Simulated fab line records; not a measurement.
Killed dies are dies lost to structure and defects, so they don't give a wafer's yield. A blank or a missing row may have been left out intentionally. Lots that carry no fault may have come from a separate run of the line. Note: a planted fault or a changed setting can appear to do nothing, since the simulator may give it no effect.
fab line records    flow n5-finfet
record: lots: 9  wafers: 27  last-day: 17
route steps=1938 shown MOL_CONTACT_COAG@603 BEOL_M4@1111 PASSIVATION@1936
lots that met no fault: from a run of the same line without faults
start-h: hours from the record's opening day to when the first of the lot's shown wafers began    wait-h: hours elapsed since this lot's preceding step    " identical to the entry in the row above    L1.1+2: one row covering several wafers at once    - value missing, or start not given    * or withheld: withheld    < > ~ a bound
route shown NAME@n: a module of which the file shows steps, and the number in the route of the first    usual: mean/standard deviation of fault-free wafers    same: alike in all rows    chamber/n: place in a boat    sites: per-site readings    _std_site: how widely they spread, as a standard deviation    _edge_site: the outer-site mean with the inner-site mean subtracted    radius-mm: for every site, how far away it sits from the centre of the wafer    mask NAME#n: copy n    behind: the most recent tool/chamber to have shaped the wafer    hold: what put the lot on hold/how long, in hours/how the hold closed    device: names the non-switching transistor (n, p or np)    end of line: at the end of the route, the tests of the same wafers    a step given without rows: its recipe and nothing more    killed: not the wafer's yield, but the dies lost to structure and defects at the first sort    map: shows each die of a wafer: x if killed, . if not, _ if none is there
set.NAME: the run value of the setting; set.NAME@STEP: its run value at that earlier step    model.NAME: the simulator's own value behind a step, which no gauge read
route steps across a sampled set of lots; one table per step, one row per wafer
services: the hour from which a tool's chamber was out of use, counted from the record's first day as start-h (under 0 if before that day), plus the number of hours and why
== steps ==
step: N5_MOL_CONTACT_COAG_OVL_MEAS_41
recipe: points-per-wafer: 522
usual: VD_OVL: 0.0/0.63
lot.wafer  tool        chamber  start-h  wait-h  VD_OVL[nm]
L841.3     overlay-01  0        113.61   0.0     0.1
L841.4     "           0        "        "       -0.1
L841.6     "           0        "        "       -0.2
L846.1     overlay-01  0        139.13   0.0     0.5
L846.2     "           0        "        "       -0.1
L846.4     "           0        "        "       0.5
L847.2     overlay-01  0        139.68   0.0     0.2
L847.3     "           0        "        "       -0.5
L847.6     "           0        "        "       -0.6
L848.1     overlay-02  0        149.46   0.0     -0.3
L848.2     "           0        "        "       -0.4
L848.6     "           0        "        "       -1.2
L850.2     overlay-01  0        161.76   0.0     1.2
L850.4     "           0        "        "       1.2
L850.5     "           0        "        "       0.6
L855.3     overlay-01  0        194.64   0.0     0.2
L855.4     "           0        "        "       -0.1
L855.6     "           0        "        "       -0.1
L858.2     overlay-02  0        206.21   0.0     0.2
L858.4     "           0        "        "       -0.4
L858.5     "           0        "        "       0.1
L860.2     overlay-02  0        226.02   0.0     0.4
L860.4     "           0        "        "       0.5
L860.6     "           0        "        "       -0.3
L862.2     overlay-01  0        232.74   0.0     0.3
L862.4     "           0        "        "       -0.2
L862.6     "           0        "        "       0.4
step: N5_MOL_CONTACT_COAG_ETCHBACK_134
recipe: chemistry: CHF3  target: SiO2  target-depth-a: 100  time-s: 6.7  ion-energy-ev: 200  pressure-mtorr: 30  source-w: 610  bias-w: 170  Ar_flow_sccm: 200  CHF3_flow_sccm: 50
usual: drypump-motor-current-A: 5.7/0.47  oes-product-au: 0.80/0.09  rf-vpp-V: 530/14  showerhead-plenum-p-Torr: 2.42/0.1  throttle-valve-pct: 18.75/0.2
same: time-s: 6.7
lot.wafer  tool         chamber  start-h  wait-h  drypump-motor-current-A  oes-product-au  rf-hours-counter-h  rf-vpp-V  showerhead-plenum-p-Torr  throttle-valve-pct
L841.3     rie-diel-04  1        114.09   0.1     5.8                      0.95            10                  505       2.35                      18.62
L841.4     "            0        "        "       5.5                      0.91            17                  524       2.55                      18.74
L841.6     "            0        "        "       5.5                      0.91            -                   525       2.55                      18.73
L846.1     rie-diel-04  0        139.73   0.3     5.6                      0.88            26                  523       2.54                      18.75
L846.2     "            3        "        "       5.0                      0.72            189                 515       2.28                      18.82
L846.4     "            1        "        "       5.9                      0.92            20                  503       2.34                      18.67
L847.2     rie-diel-04  2        140.87   0.3     5.1                      0.86            51                  538       2.53                      18.54
L847.3     "            0        "        "       5.5                      1.11            27                  524       2.54                      18.78
L847.6     "            2        "        "       5.1                      0.86            -                   539       2.53                      18.55
L848.1     rie-diel-03  2        149.86   0.1     6.0                      0.80            135                 528       2.29                      18.66
L848.2     "            3        "        "       5.6                      0.70            192                 549       2.46                      19.14
L848.6     "            1        "        "       5.2                      0.92            -                   542       2.53                      18.43
L850.2     rie-diel-04  0        162.37   0.1     5.6                      0.88            35                  522       2.54                      18.76
L850.4     "            1        "        "       5.8                      1.13            28                  505       2.34                      18.68
L850.5     "            1        "        "       5.8                      0.90            -                   505       2.34                      18.64
L855.3     rie-diel-01  0        196.18   0.4     6.5                      0.81            77                  525       2.43                      18.62
L855.4     "            3        "        "       5.7                      0.73            195                 560       2.46                      18.75
L855.6     "            1        "        "       5.7                      0.71            -                   517       2.27                      18.68
L858.2     rie-diel-03  2        207.85   0.2     6.0                      0.77            164                 529       2.28                      18.72
L858.4     "            0        "        "       6.3                      0.70            197                 528       2.46                      19.04
L858.5     "            3        "        "       5.6                      0.68            -                   549       2.45                      19.18
L860.2     rie-diel-01  3        227.19   0.4     5.7                      0.72            211                 561       2.45                      18.77
L860.4     "            0        "        "       6.5                      0.81            93                  525       2.43                      18.65
L860.6     "            2        "        "       5.0                      0.90            -                   524       2.52                      18.74
L862.2     rie-diel-01  0        233.30   0.1     6.5                      0.80            96                  524       2.43                      18.65
L862.4     "            1        "        "       5.7                      0.70            224                 514       2.26                      18.70
L862.6     "            1        "        "       5.8                      0.70            -                   516       2.26                      18.70
step: N5_MOL_CONTACT_COAG_ETCH_48
recipe: chemistry: C4F6/O2  target-depth-a: 150  overetch-a: 45  mask-material: SOC  target: SiOC  bias-w: 465  pressure-mtorr: 10  time-s: 17  source-w: 335  Ar_flow_sccm: 300  C4F6_flow_sccm: 10  O2_flow_sccm: 10  ion-energy-ev: 576
usual: drypump-motor-current-A: 5.7/0.47  oes-product-au: 0.65/0.078  rf-vpp-V: 1608/41  showerhead-plenum-p-Torr: 2.89/0.12  throttle-valve-pct: 40.8/0.36
same: time-s: 17
lot.wafer  tool         chamber  start-h  wait-h  drypump-motor-current-A  oes-product-au  rf-hours-counter-h  rf-vpp-V  showerhead-plenum-p-Torr  throttle-valve-pct
L841.3     rie-diel-04  1        114.32   0.0     5.8                      0.81            10                  1532      2.80                      40.5
L841.4     "            0        "        "       5.5                      0.75            17                  1591      3.04                      40.5
L841.6     "            0        "        "       5.5                      0.74            -                   1592      3.04                      40.5
L846.1     rie-diel-04  0        139.95   0.0     5.6                      0.73            26                  1592      3.04                      40.5
L846.2     "            3        "        "       5.0                      0.60            190                 1565      2.72                      40.9
L846.4     "            1        "        "       5.8                      0.71            20                  1530      2.79                      40.5
L847.2     rie-diel-04  2        141.10   0.0     5.1                      0.67            51                  1632      3.02                      41.2
L847.3     "            0        "        "       5.5                      0.79            27                  1589      3.04                      40.5
L847.6     "            2        "        "       5.1                      0.69            -                   1632      3.02                      41.2
L848.1     rie-diel-03  2        150.09   0.0     6.0                      0.62            135                 1598      2.73                      40.6
L848.2     "            3        "        "       5.6                      0.54            192                 1664      2.94                      41.2
L848.6     "            1        "        "       5.2                      0.67            -                   1640      3.02                      39.9
L850.2     rie-diel-04  0        162.60   0.0     5.6                      0.68            35                  1590      3.03                      40.5
L850.4     "            1        "        "       5.8                      0.80            28                  1530      2.79                      40.5
L850.5     "            1        "        "       5.8                      0.67            -                   1530      2.79                      40.5
L855.3     rie-diel-01  0        196.41   0.0     6.5                      0.65            77                  1592      2.90                      41.1
L855.4     "            3        "        "       5.7                      0.59            195                 1693      2.93                      40.8
L855.6     "            1        "        "       5.8                      0.56            -                   1571      2.71                      40.8
L858.2     rie-diel-03  2        208.08   0.0     6.0                      0.58            164                 1598      2.72                      40.6
L858.4     "            0        "        "       6.2                      0.58            197                 1597      2.93                      40.8
L858.5     "            3        "        "       5.6                      0.56            -                   1663      2.93                      41.2
L860.2     rie-diel-01  3        227.42   0.0     5.7                      0.60            211                 1691      2.93                      40.9
L860.4     "            0        "        "       6.5                      0.64            93                  1591      2.90                      41.1
L860.6     "            2        "        "       5.0                      0.76            -                   1587      3.01                      41.0
L862.2     rie-diel-01  0        233.52   0.0     6.6                      0.71            96                  1590      2.89                      41.2
L862.4     "            1        "        "       5.7                      0.56            224                 1570      2.70                      40.8
L862.6     "            1        "        "       5.8                      0.63            -                   1570      2.70                      40.8
step: N5_MOL_CONTACT_COAG_STRIP_72
recipe: chemistry: N2/H2  power-w: 450  temp-c: 40  pressure-mtorr: 20  rf-frequency-hz: 6e+07  overash-fraction: 3  bias-power-w: 7  h2-frac: 0.5  n2-flow-sccm: 200  h2-flow-sccm: 200
usual: drypump-motor-current-A: 5.7/0.47  oes-product-au: 0.79/0.088  rf-vpp-V: 59.6/2.2  showerhead-plenum-p-Torr: 2.58/0.11  throttle-valve-pct: 23.7/0.4
lot.wafer  tool         chamber  start-h  wait-h  drypump-motor-current-A  oes-product-au  rf-hours-counter-h  rf-vpp-V  showerhead-plenum-p-Torr  throttle-valve-pct
L841.3     rie-diel-04  1        114.37   0.0     5.8                      0.93            10                  61.4      2.48                      23.6
L841.4     "            0        "        "       5.6                      0.89            17                  60.6      2.72                      23.7
L841.6     "            0        "        "       5.6                      0.91            -                   63.4      2.72                      23.7
L846.1     rie-diel-04  0        140.01   0.0     5.6                      0.89            26                  59.3      2.71                      23.8
L846.2     "            3        "        "       5.0                      0.73            190                 57.7      2.45                      23.9
L846.4     "            1        "        "       5.8                      0.90            20                  59.2      2.48                      23.6
L847.2     rie-diel-04  2        141.15   0.0     5.1                      0.83            51                  57.9      2.67                      23.3
L847.3     "            0        "        "       5.5                      0.90            27                  55.3      2.71                      23.8
L847.6     "            2        "        "       5.1                      0.83            -                   57.5      2.67                      23.4
L848.1     rie-diel-03  2        150.14   0.0     6.0                      0.77            135                 57.8      2.43                      23.3
L848.2     "            3        "        "       5.6                      0.69            192                 60.9      2.61                      24.0
L848.6     "            1        "        "       5.2                      0.91            -                   60.1      2.68                      22.8
L850.2     rie-diel-04  0        162.65   0.0     5.5                      0.86            35                  60.1      2.71                      23.8
L850.4     "            1        "        "       5.8                      0.91            28                  58.1      2.48                      23.6
L850.5     "            1        "        "       5.9                      0.91            -                   59.7      2.47                      23.6
L855.3     rie-diel-01  0        196.46   0.0     6.6                      0.83            77                  61.4      2.58                      23.5
L855.4     "            3        "        "       5.7                      0.72            195                 59.6      2.67                      24.0
L855.6     "            1        "        "       5.7                      0.71            -                   62.8      2.42                      23.9
L858.2     rie-diel-03  2        208.13   0.0     6.0                      0.76            164                 57.6      2.42                      23.4
L858.4     "            0        "        "       6.3                      0.72            197                 62.1      2.64                      24.2
L858.5     "            3        "        "       5.6                      0.69            -                   61.0      2.60                      24.0
L860.2     rie-diel-01  3        227.47   0.0     5.7                      0.70            211                 60.8      2.66                      24.1
L860.4     "            0        "        "       6.5                      0.81            93                  58.3      2.57                      23.6
L860.6     "            2        "        "       5.0                      0.92            -                   61.2      2.72                      24.1
L862.2     rie-diel-01  0        233.58   0.0     6.5                      0.81            96                  57.6      2.57                      23.6
L862.4     "            1        "        "       5.8                      0.71            224                 59.0      2.41                      23.9
L862.6     "            1        "        "       5.8                      0.69            -                   59.4      2.41                      23.9
step: N5_BEOL_M4_RC_MEAS_101
usual: DIBL_N: 36.7/2.4  DIBL_P: 37.4/2.9  IOFF_N: 0.18/0.05  IOFF_P: 0.23/0.058  ION_N: 683/16  ION_P: 467/11  SS_N: 71.7/0.77  SS_P: 73.5/0.87  VT_N: 249/4.3  VT_P: -250/4.4
lot.wafer  tool       chamber  start-h  wait-h  DIBL_N[mV/V]  DIBL_P[mV/V]  IOFF_N[nA/um]  IOFF_P[nA/um]  ION_N[uA/um]  ION_P[uA/um]  SS_N[mV/dec]  SS_P[mV/dec]  VT_N[mV]  VT_P[mV]
L841.3     prober-02  0        176.21   0.3     35.9          34.4          0.14           0.17           669           455           71.1          72.3          254       -253
L841.4     "          0        "        "       35.8          36.3          0.16           0.21           697           481           71.3          73.1          247       -251
L841.6     "          0        "        "       38.7          38.9          0.21           0.25           704           479           71.7          74.3          247       -248
L846.1     prober-01  0        201.04   0.0     36.1          36.6          0.17           0.26           687           481           71.3          73.1          246       -246
L846.2     "          0        "        "       37.2          36.7          0.17           0.24           664           454           72.0          73.6          249       -246
L846.4     "          0        "        "       36.5          36.5          0.17           0.24           688           474           71.9          73.3          249       -248
L847.2     prober-02  0        202.94   0.2     32.5          34.2          0.14           0.19           686           485           69.9          72.6          249       -249
L847.3     "          0        "        "       34.6          35.3          0.14           0.19           671           463           71.3          73.1          252       -250
L847.6     "          0        "        "       34.8          36.9          0.16           0.23           694           486           70.7          73.0          247       -247
L848.1     prober-01  0        209.16   0.0     39.1          37.9          0.23           0.31           676           473           73.1          73.8          245       -244
L848.2     "          0        "        "       35.8          35.5          0.16           0.25           682           475           71.4          73.0          250       -248
L848.6     "          0        "        "       39.2          39.8          0.24           0.35           699           477           71.8          74.4          244       -241
L850.2     prober-01  0        224.37   0.2     41.1          42.0          0.25           0.24           699           458           73.2          74.5          246       -251
L850.4     "          0        "        "       33.5          33.5          0.11           0.13           681           466           70.7          72.6          253       -259
L850.5     "          0        "        "       36.9          37.0          0.16           0.17           680           450           72.0          73.5          250       -256
L855.3     prober-01  0        251.78   0.3     35.1          35.5          0.17           0.21           667           459           71.8          73.4          250       -249
L855.4     "          0        "        "       35.5          35.2          0.16           0.20           662           451           71.6          72.3          251       -251
L855.6     "          0        "        "       36.0          37.2          0.18           0.22           672           461           72.4          73.4          250       -250
L858.2     prober-01  0        266.93   0.2     33.5          32.2          0.11           0.16           670           464           71.7          72.3          256       -255
L858.4     "          0        "        "       38.5          38.8          0.20           0.25           689           472           72.1          74.1          247       -249
L858.5     "          0        "        "       38.0          37.9          0.20           0.25           702           474           72.0          74.1          247       -248
L860.2     prober-01  0        285.61   0.2     37.9          40.9          0.19           0.23           669           459           72.2          73.8          248       -251
L860.4     "          0        "        "       34.5          35.3          0.13           0.15           664           449           71.4          72.8          251       -256
L860.6     "          0        "        "       35.7          38.1          0.16           0.19           666           449           71.5          73.4          247       -254
L862.2     prober-02  0        304.06   0.2     37.8          37.7          0.18           0.20           684           457           71.9          74.1          248       -254
L862.4     "          0        "        "       34.3          34.0          0.11           0.15           670           468           71.0          72.7          254       -258
L862.6     "          0        "        "       33.2          33.0          0.10           0.14           668           462           70.1          72.2          257       -260
step: N5_PASSIVATION_PROBE_49
usual: defect-limited-yield: 91.4/1.6  killed_at_M0_to_M3: 31/11  killed_at_M4_up: 14/5.7  killed-at-contacts: 12/6  killed-at-front-end: 41/13  killed-at-other: 3.3/2.8  killed-dies: 101/19  killed-open: 67/14  killed-short: 33/8.2  sort_bin_5_function: 5.0/1.1  sort_bin_6_memory: 3.3/0.74  sort-n-pass: 1078/20  sort-yield-pct: 91.3/1.7
same: gross-dies: 1180  killed-at-back-side: 0  sort_bin_4_leakage[%]: 0  sort_bin_8_speed[%]: 0
lot.wafer  tool       chamber  start-h  wait-h  defect-limited-yield[%]  killed_at_M0_to_M3  killed_at_M4_up  killed-at-contacts  killed-at-front-end  killed-at-other  killed-dies  killed-open  killed-short  sort_bin_5_function[%]  sort_bin_6_memory[%]  sort-n-pass  sort-yield-pct[%]
L841.3     prober-02  -        278.29   0.1     91.9                     31                  13               17                  29                   6                96           62           34            4.7                     3.2                   1084         91.9
L841.4     prober-02  -        278.34   0.2     90.9                     33                  17               12                  40                   5                107          75           31            5.3                     3.4                   1073         90.9
L841.6     prober-02  -        278.44   0.3     89.4                     36                  21               11                  52                   5                125          77           46            6.1                     4.2                   1055         89.4
L847.2     prober-01  -        305.75   0.1     89.2                     24                  20               12                  67                   4                127          89           37            6.2                     4.2                   1053         89.2
L847.3     prober-01  -        305.80   0.1     89.3                     31                  9                15                  71                   0                126          91           33            6.1                     4.2                   1054         89.3
L847.6     prober-01  -        305.95   0.3     91.3                     33                  19               14                  33                   4                103          64           38            5.4                     3.1                   1077         91.3
L846.1     prober-02  -        306.35   0.0     91.5                     33                  3                13                  51                   0                100          55           45            5.0                     3.2                   1080         91.5
L846.2     prober-02  -        306.40   0.1     91.9                     28                  14               15                  39                   0                96           63           30            4.6                     3.2                   1084         91.9
L846.4     prober-02  -        306.50   0.2     94.3                     23                  3                11                  29                   1                67           44           23            2.7                     2.6                   1113         94.3
L848.1     prober-01  -        307.68   0.0     90.5                     50                  13               23                  26                   0                112          80           32            5.3                     4.2                   1068         90.5
L848.2     prober-01  -        307.73   0.1     86.9                     59                  17               25                  46                   7                154          104          43            9.2                     3.5                   1026         86.9
L848.6     prober-01  -        307.93   0.3     91.1                     36                  4                23                  40                   2                105          65           37            6.0                     2.6                   1075         91.1
L850.2     prober-01  -        324.61   0.1     91.2                     38                  14               7                   44                   1                104          61           42            4.4                     3.7                   1076         91.2
L850.4     prober-01  -        324.71   0.2     87.9                     47                  4                14                  74                   4                143          87           53            6.2                     5.1                   1037         87.9
L850.5     prober-01  -        324.76   0.2     87.1                     43                  23               8                   77                   1                152          100          43            7.3                     4.8                   1028         87.1
L855.3     prober-01  -        364.70   0.1     91.8                     34                  11               5                   44                   3                97           62           34            4.7                     3.4                   1083         91.8
L855.4     prober-01  -        364.75   0.2     94.1                     15                  11               4                   38                   2                70           49           19            2.8                     3.1                   1110         94.1
L855.6     prober-01  -        364.85   0.3     94.1                     15                  10               10                  35                   0                70           56           14            3.7                     2.1                   1110         94.1
L858.2     prober-02  -        371.72   0.1     91.8                     37                  14               14                  31                   1                97           69           26            5.3                     2.5                   1083         91.8
L858.4     prober-02  -        371.82   0.2     92.2                     37                  8                13                  32                   2                92           58           32            3.8                     3.4                   1088         92.2
L858.5     prober-02  -        371.87   0.2     91.2                     37                  14               15                  37                   1                104          80           23            4.2                     4.2                   1076         91.2
L860.2     prober-01  -        392.06   0.1     90.9                     31                  13               9                   46                   8                107          67           38            4.9                     3.6                   1073         90.9
L860.4     prober-01  -        392.16   0.2     89.1                     40                  17               16                  49                   7                129          86           40            5.3                     5.1                   1051         89.1
L860.6     prober-01  -        392.26   0.3     90.0                     22                  8                25                  60                   3                118          87           31            6.8                     3.0                   1062         90.0
L862.2     prober-02  -        405.22   0.1     92.5                     26                  7                20                  33                   2                88           53           30            4.1                     3.1                   1092         92.5
L862.4     prober-02  -        405.32   0.2     89.8                     28                  10               30                  50                   2                120          93           25            6.3                     3.6                   1060         89.8
L862.6     prober-02  -        405.42   0.3     91.9                     31                  11               18                  35                   0                95           64           29            4.5                     3.3                   1085         91.9
killed by level:class
L841.3 MOL_CONTACT_COAG:geometric-particle:open=14 BEOL_M0_SAQP:geometric-particle:short=8 STI_FIN_REVEAL:geometric-particle:open=7 BEOL_M0_SAQP:geometric-particle:open=7 BEOL_M4:geometric-particle:open=7 GATE_CUT:geometric-particle:open=5 FIN_SAQP:geometric-particle:open=4 BEOL_M0:geometric-particle:short=4
L841.4 BEOL_M3:geometric-particle:open=12 MOL_CONTACT_COAG:geometric-particle:open=11 FIN_SAQP:geometric-particle:open=7 GATE_CUT:geometric-particle:short=7 BEOL_M4:geometric-particle:open=7 DUMMY_GATE:geometric-particle:open=6 GATE_CUT:geometric-particle:open=6 BEOL_M2:geometric-particle:open=6
L841.6 BEOL_M0_SAQP:geometric-particle:short=13 BEOL_M0_SAQP:geometric-particle:open=13 STI_FIN_REVEAL:geometric-particle:open=11 BEOL_M4:geometric-particle:open=11 MOL_CONTACT_COAG:geometric-particle:open=8 FIN_SAQP:geometric-particle:open=6 GATE_CUT:geometric-particle:open=6 STARTING-WAFER:geometric-particle:short=6
L847.2 STI_FIN_REVEAL:geometric-particle:open=20 FIN_SAQP:geometric-particle:open=18 BEOL_M4:geometric-particle:open=14 FIN_SAQP:geometric-particle:short=11 MOL_CONTACT_COAG:geometric-particle:open=10 BEOL_M0_SAQP:geometric-particle:open=7 BEOL_M0_SAQP:geometric-particle:short=6 GATE_CUT:geometric-particle:short=5
L847.3 FIN_SAQP:geometric-particle:open=25 FIN_SAQP:geometric-particle:short=18 MOL_CONTACT_COAG:geometric-particle:open=14 BEOL_M0_SAQP:geometric-particle:open=11 STI_FIN_REVEAL:geometric-particle:open=10 BEOL_M0_SAQP:geometric-particle:short=8 DUMMY_GATE:geometric-particle:open=6 BEOL_M4:geometric-particle:open=5
L847.6 FIN_SAQP:geometric-particle:open=10 FIN_SAQP:geometric-particle:short=10 MOL_CONTACT_COAG:geometric-particle:open=10 BEOL_M0_SAQP:geometric-particle:open=9 BEOL_M0_SAQP:geometric-particle:short=8 BEOL_M3:geometric-particle:open=6 BEOL_M4:geometric-particle:open=6 STI_FIN_REVEAL:geometric-particle:open=4
L846.1 FIN_SAQP:geometric-particle:short=12 STI_FIN_REVEAL:geometric-particle:open=12 MOL_CONTACT_COAG:geometric-particle:open=8 BEOL_M2:geometric-particle:open=8 BEOL_M0_SAQP:geometric-particle:short=6 GATE_CUT:geometric-particle:short=6 BEOL_M0_SAQP:geometric-particle:open=6 MOL_CONTACT_COAG:geometric-particle:short=5
L846.2 MOL_CONTACT_COAG:geometric-particle:open=13 BEOL_M1:geometric-particle:open=10 FIN_SAQP:geometric-particle:open=7 BEOL_M4:geometric-particle:open=7 FIN_SAQP:geometric-particle:short=6 STARTING-WAFER:geometric-particle:short=5 STI_FIN_REVEAL:geometric-particle:open=4 DUMMY_GATE:geometric-particle:open=4
L846.4 MOL_CONTACT_COAG:geometric-particle:open=10 BEOL_M3:geometric-particle:open=8 DUMMY_GATE:geometric-particle:open=7 FIN_SAQP:geometric-particle:short=4 BEOL_M0_SAQP:geometric-particle:short=4 STARTING-WAFER:geometric-particle:open=4 STI_FIN_REVEAL:geometric-particle:open=3 GATE_CUT:geometric-particle:short=3
L848.1 MOL_CONTACT_COAG:geometric-particle:open=20 BEOL_M0_SAQP:geometric-particle:open=14 BEOL_M0_SAQP:geometric-particle:short=10 FIN_SAQP:geometric-particle:open=5 STI_FIN_REVEAL:geometric-particle:open=5 BEOL_M0:geometric-particle:open=5 BEOL_M2:geometric-particle:short=5 BEOL_M2:geometric-particle:open=5
L848.2 MOL_CONTACT_COAG:geometric-particle:open=21 BEOL_M2:geometric-particle:open=16 STI_FIN_REVEAL:geometric-particle:open=12 BEOL_M0:geometric-particle:open=9 BEOL_M0_SAQP:geometric-particle:open=8 BEOL_M1:geometric-particle:open=7 FIN_SAQP:geometric-particle:short=6 BEOL_M0_SAQP:geometric-particle:short=6
L848.6 MOL_CONTACT_COAG:geometric-particle:open=19 FIN_SAQP:geometric-particle:short=8 BEOL_M2:geometric-particle:open=8 STI_FIN_REVEAL:geometric-particle:open=7 BEOL_M0_SAQP:geometric-particle:short=7 DUMMY_GATE:geometric-particle:open=6 ILD0:geometric-particle:short=5 FIN_SAQP:geometric-particle:open=4
L850.2 FIN_SAQP:geometric-particle:short=14 BEOL_M2:geometric-particle:open=13 FIN_SAQP:geometric-particle:open=7 BEOL_M0_SAQP:geometric-particle:short=7 STI_FIN_REVEAL:geometric-particle:open=6 BEOL_M0_SAQP:geometric-particle:open=6 BEOL_M1:geometric-particle:open=6 MOL_CONTACT_COAG:geometric-particle:open=5
L850.4 FIN_SAQP:geometric-particle:short=28 FIN_SAQP:geometric-particle:open=15 BEOL_M0_SAQP:geometric-particle:open=12 MOL_CONTACT_COAG:geometric-particle:open=11 STI_FIN_REVEAL:geometric-particle:open=10 BEOL_M1:geometric-particle:open=8 BEOL_M0_SAQP:geometric-particle:short=7 BEOL_M0:geometric-particle:open=6
L850.5 STI_FIN_REVEAL:geometric-particle:open=23 FIN_SAQP:geometric-particle:short=14 BEOL_M3:geometric-particle:open=13 BEOL_M0_SAQP:geometric-particle:open=12 BEOL_M5:geometric-particle:open=9 BEOL_M4:geometric-particle:open=7 MOL_CONTACT_COAG:geometric-particle:open=6 HKMG_FIN:area-etch=6
L855.3 BEOL_M3:geometric-particle:open=17 STI_FIN_REVEAL:geometric-particle:open=12 FIN_SAQP:geometric-particle:short=9 BEOL_M2:geometric-particle:open=6 FIN_SAQP:geometric-particle:open=5 BEOL_M4:geometric-particle:open=4 STARTING-WAFER:geometric-particle:open=4 DUMMY_GATE:geometric-particle:open=3
L855.4 FIN_SAQP:geometric-particle:open=9 DUMMY_GATE:geometric-particle:open=6 ILD0:geometric-particle:short=5 STARTING-WAFER:geometric-particle:open=4 FIN_SAQP:geometric-particle:short=3 ILD0:geometric-particle:open=3 MOL_CONTACT_COAG:geometric-particle:open=3 BEOL_M0_SAQP:geometric-particle:open=3
L855.6 MOL_CONTACT_COAG:geometric-particle:open=9 FIN_SAQP:geometric-particle:open=7 STI_FIN_REVEAL:geometric-particle:open=6 BEOL_M2:geometric-particle:open=5 BEOL_M3:geometric-particle:open=5 GATE_CUT:geometric-particle:short=4 FIN_CUT:geometric-particle:open=4 DUMMY_GATE:geometric-particle:open=4
L858.2 MOL_CONTACT_COAG:geometric-particle:open=13 BEOL_M2:geometric-particle:open=10 STI_FIN_REVEAL:geometric-particle:open=9 BEOL_M0_SAQP:geometric-particle:open=6 BEOL_M4:geometric-particle:open=6 FIN_SAQP:geometric-particle:open=5 GATE_CUT:geometric-particle:short=4 BEOL_M0_SAQP:geometric-particle:short=4
L858.4 BEOL_M0_SAQP:geometric-particle:open=12 BEOL_M3:geometric-particle:open=10 MOL_CONTACT_COAG:geometric-particle:open=9 BEOL_M0_SAQP:geometric-particle:short=9 STI_FIN_REVEAL:geometric-particle:open=8 FIN_SAQP:geometric-particle:short=4 STI_FIN_REVEAL:geometric-particle:short=4 DUMMY_GATE:geometric-particle:open=4
L858.5 STI_FIN_REVEAL:geometric-particle:open=16 MOL_CONTACT_COAG:geometric-particle:open=14 BEOL_M2:geometric-particle:open=11 FIN_SAQP:geometric-particle:open=7 BEOL_M1:geometric-particle:open=7 BEOL_M0_SAQP:geometric-particle:open=4 BEOL_M2:geometric-particle:short=4 BEOL_M3:geometric-particle:short=4
L860.2 FIN_SAQP:geometric-particle:open=11 STI_FIN_REVEAL:geometric-particle:open=10 MOL_CONTACT_COAG:geometric-particle:open=8 FIN_SAQP:geometric-particle:short=7 BEOL_M2:geometric-particle:open=7 BEOL_M0_SAQP:geometric-particle:short=6 GATE_CUT:geometric-particle:open=5 PAD_METAL:geometric-particle:short=5
L860.4 STI_FIN_REVEAL:geometric-particle:open=18 MOL_CONTACT_COAG:geometric-particle:open=14 STI_FIN_REVEAL:geometric-particle:short=11 BEOL_M2:geometric-particle:open=11 BEOL_M0_SAQP:geometric-particle:short=9 BEOL_M4:geometric-particle:open=8 FIN_SAQP:geometric-particle:open=5 BEOL_M0_SAQP:geometric-particle:open=5
L860.6 MOL_CONTACT_COAG:geometric-particle:open=23 FIN_SAQP:geometric-particle:open=15 STI_FIN_REVEAL:geometric-particle:open=14 GATE_CUT:geometric-particle:short=9 BEOL_M0_SAQP:geometric-particle:open=9 DUMMY_GATE:geometric-particle:open=8 BEOL_M3:geometric-particle:open=5 BEOL_M4:geometric-particle:open=5
L862.2 MOL_CONTACT_COAG:geometric-particle:open=14 FIN_SAQP:geometric-particle:open=11 BEOL_M3:geometric-particle:open=9 MOL_CONTACT_COAG:geometric-particle:short=6 GATE_CUT:geometric-particle:short=5 BEOL_M0_SAQP:geometric-particle:open=4 STI_FIN_REVEAL:geometric-particle:open=3 BEOL_M4:geometric-particle:open=3
L862.4 MOL_CONTACT_COAG:geometric-particle:open=26 STI_FIN_REVEAL:geometric-particle:open=19 BEOL_M0_SAQP:geometric-particle:open=9 FIN_SAQP:geometric-particle:open=8 BEOL_M3:geometric-particle:open=6 STARTING-WAFER:geometric-particle:open=5 MOL_CONTACT_COAG:geometric-particle:short=4 BEOL_M0_SAQP:geometric-particle:short=4
L862.6 MOL_CONTACT_COAG:geometric-particle:open=14 STI_FIN_REVEAL:geometric-particle:open=9 BEOL_M0_SAQP:geometric-particle:short=9 BEOL_M0_SAQP:geometric-particle:open=9 BEOL_M2:geometric-particle:open=6 STI_FIN_REVEAL:geometric-particle:short=5 DUMMY_GATE:geometric-particle:open=4 MOL_CONTACT_COAG:geometric-particle:short=4
== services ==
tool         chamber  start-h  hours  kind
rie-diel-01  1        119.12   7.1    repair
rie-diel-01  2        133.21   -      clean
rie-diel-01  2        133.21   -      consumable-replace:focus-ring
rie-diel-01  2        133.21   -      consumable-replace:showerhead
rie-diel-01  2        133.21   16.2   scheduled-down
rie-diel-01  2        133.21   16.2   vent-cycle
rie-diel-03  0        159.33   1.3    repair
rie-diel-04  -        180.48   69.8   repair
rie-diel-03  1        185.26   8.8    repair
rie-diel-03  3        194.43   6.1    repair
== key ==
first-sign: step: N5_MOL_CONTACT_COAG_ETCHBACK_134  reading: oes-product-au  direction: up  sigmas: 3.5  usual: 0.80  struck: 1.12
effect none on later readings
met-at N5_MOL_CONTACT_COAG_ETCHBACK_134
struck-lots L847,L850
struck-wafers L847.3,L850.4
not-acting-at N5_MOL_CONTACT_COAG_OVL_MEAS_41,N5_MOL_CONTACT_COAG_ETCH_48,N5_MOL_CONTACT_COAG_STRIP_72
onset-between 139.73 140.87
fault: kind: process-parameter-drift  tool: rie-diel-04  chamber: -  onset-h: 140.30  steps: N5_MOL_CONTACT_COAG_ETCHBACK_134  channel: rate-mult  offset: 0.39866  shape: step  end-h: 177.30  scope: struck-wafers-only
